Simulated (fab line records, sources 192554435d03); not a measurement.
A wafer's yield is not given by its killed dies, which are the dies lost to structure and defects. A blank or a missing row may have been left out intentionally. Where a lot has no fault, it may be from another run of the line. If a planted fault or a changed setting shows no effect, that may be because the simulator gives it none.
Chamber matching    flow n5Finfet    3 sister chambers for N5_BEOL_M6_CURE_74 on uvCure-01
The step cures SiCOH lowk, time 240 s. 6 wafers are shown with their chamber, then 8 later ones without.

## EACH WAFER AND ITS CHAMBER
wafer   chamber  wafer_temp_C_max  lampPowerPct (%)
L084.3  0        387.1             52.36
L084.5  0        387.0             52.21
L088.6  1        387.2             52.24
L090.2  2        386.1             52.29
L090.3  2        386.2             52.27
L091.2  1        387.0             52.32

## WAFERS WITHOUT THEIR CHAMBER
wafer   wafer_temp_C_max  lampPowerPct (%)
L091.4  388.3             52.22
L091.6  387.0             52.30
L093.2  387.0             52.29
L093.3  387.4             52.33
L093.4  387.5             52.28
L097.1  386.3             52.32
L097.4  386.4             52.25
L097.5  385.9             52.27

## EACH ONE'S CHAMBER
wafer   from the rows above      in truth
L091.4  can't be placed: 1 or 0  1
L091.6  can't be placed: 0 or 1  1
L093.2  can't be placed: 0 or 1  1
L093.3  can't be placed: 1 or 0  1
L093.4  can't be placed: 1 or 0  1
L097.1  2                        2
L097.4  2                        2
L097.5  2                        2
Correctly placed: 3 of 8. These rows do not allow placing 5 (true chamber among the candidates in 5). 0 placed wrongly.
How it was worked out, from the rows above alone: a wafer's distance from a chamber is the root of the sum, over the readings, of the square of ((its reading less the chamber's mean) divided by the reading's scatter). If the next closest chamber is less than 2 further off than the closest, the wafer can't be placed; otherwise it belongs to the closest. For every chamber, the mean is computed from those of its wafers that are shown. The scatter is the square root of a quotient: the sum, over the shown wafers, of each reading's squared deviation from its chamber's mean, divided by wafers minus chambers.
